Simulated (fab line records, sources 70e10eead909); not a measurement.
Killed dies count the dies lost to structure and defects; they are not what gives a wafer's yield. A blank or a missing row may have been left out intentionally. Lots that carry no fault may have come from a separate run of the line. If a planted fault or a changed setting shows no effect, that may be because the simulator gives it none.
Matching of chambers + flow nand_harc + 4 sister chambers for NHARC_P_M1_STRIP_18 on rie_diel-09
The step strips in N2/H2. 4 wafers are shown with their chamber, then 10 later ones without.

== EACH WAFER AND ITS CHAMBER ==
| wafer  | chamber | showerhead_plenum_p_Torr (Torr) |
|--------|---------|---------------------------------|
| L085.1 | 3       | 2.01                            |
| L089.5 | 0       | 2.20                            |
| L090.1 | 2       | 2.09                            |
| L090.4 | 1       | 2.10                            |

== WAFERS MISSING THEIR CHAMBER ==
| wafer  | showerhead_plenum_p_Torr (Torr) |
|--------|---------------------------------|
| L090.6 | 2.10                            |
| L092.1 | 2.09                            |
| L092.5 | 2.01                            |
| L092.6 | 2.20                            |
| L093.2 | 2.01                            |
| L093.3 | 2.09                            |
| L093.6 | 2.09                            |
| L097.2 | 2.09                            |
| L097.5 | 2.19                            |
| L097.6 | 2.09                            |

== THE CHAMBER EACH PASSED THROUGH ==
| wafer  | from the rows above | in truth                   |
|--------|---------------------|----------------------------|
| L090.6 | 1                   | 1                          |
| L092.1 | 2                   | 2                          |
| L092.5 | 3                   | 3                          |
| L092.6 | 0                   | 0                          |
| L093.2 | 3                   | 3                          |
| L093.3 | 2                   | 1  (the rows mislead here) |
| L093.6 | 2                   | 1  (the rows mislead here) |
| L097.2 | 2                   | 2                          |
| L097.5 | 0                   | 0                          |
| L097.6 | 2                   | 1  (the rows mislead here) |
Correct placement for 7 of the 10. From these rows, 0 cannot be placed. Wrongly placed: 3.
How it was worked out, from the rows above alone: a wafer's distance from a chamber is the root of the sum, over the readings, of the square of ((its reading less the chamber's mean) divided by the reading's scatter). If the next closest chamber is less than 2 further off than the closest, the wafer can't be placed; otherwise it belongs to the closest. Each chamber's mean is taken over the wafers shown for it. The scatter: root of mean squared gap, hidden wafer to nearest shown wafer, with one shown wafer a chamber.
